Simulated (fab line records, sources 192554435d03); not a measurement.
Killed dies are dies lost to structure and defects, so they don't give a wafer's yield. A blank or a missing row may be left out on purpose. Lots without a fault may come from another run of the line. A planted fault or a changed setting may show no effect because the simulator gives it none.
Which tool did it? | flow n5_finfet | 11 lots, 31 wafers sampled, at 2 steps of a route of 1938

WHAT THE GAUGES READ, wafer by wafer
N5_BEOL_M9_INSPECT_13: inspects for defects (brightfield).
lot  | measured     | on                | raw_defect_count
L503 | day 9 13:02  | defect_inspect-02 | 500 433 504
L505 | day 10 02:54 | defect_inspect-01 | 714 413 394
L508 | day 10 17:40 | defect_inspect-02 | 511 368 326
L509 | day 10 19:45 | defect_inspect-01 | 505 452 422
L511 | day 11 08:22 | defect_inspect-02 | 464 352 334
L510 | day 11 11:14 | defect_inspect-02 | 425 395 329
L519 | day 13 15:57 | defect_inspect-02 | 462 369
L521 | day 14 03:58 | defect_inspect-01 | 431 278
L523 | day 14 16:06 | defect_inspect-01 | 457 383 387
L526 | day 15 03:11 | defect_inspect-01 | 629 359 438
L525 | day 15 07:32 | defect_inspect-01 | 441 466 498

WHICH TOOL RAN EACH LOT (tool, then ch and the chambers of the sampled wafers, then the start)
lot  | N5_BEOL_M9_ILD_DEP_00
L503 | pecvd-02 ch 0,2, day 9 10:20
L505 | pecvd-03 ch 1,2, day 10 00:23
L508 | pecvd-01 ch 0,1, day 10 15:11
L509 | pecvd-01 ch 0,2, day 10 17:38
L511 | pecvd-01 ch 1,2, day 11 05:20
L510 | pecvd-01 ch 0,1,2, day 11 09:07
L519 | pecvd-02 ch 0,1, day 13 13:35
L521 | pecvd-02 ch 0,2, day 14 00:57
L523 | pecvd-02 ch 0,1,2, day 14 10:15
L526 | pecvd-01 ch 1,2, day 15 01:15
L525 | pecvd-03 ch 0,1,2, day 15 05:30
- N5_BEOL_M9_ILD_DEP_00: deposits SiCOH lowk from DEMS/porogen, target thk 308.51 nm, time 58 s.

THE ANSWER, worked out from the rows above alone
Rule: what is usual is taken from the lots themselves. Put in order of their means at a reading, lots are off if they are a third of the lots or fewer, leave a main group of 4 or more, and stand apart from it by a gap of 3 or more times the standard deviation of the main group's means; of several such gaps the widest counts. A main group whose means are all the same, to the digits that the tables above print for the reading, isn't used. A lot without any number at a reading at which 4 lots or more have one is off too. The other lots that the step has rows for count as sound.
No lot is off at any reading shown: from this, nothing can be told.

WHAT THE SIMULATOR HAD PUT IN
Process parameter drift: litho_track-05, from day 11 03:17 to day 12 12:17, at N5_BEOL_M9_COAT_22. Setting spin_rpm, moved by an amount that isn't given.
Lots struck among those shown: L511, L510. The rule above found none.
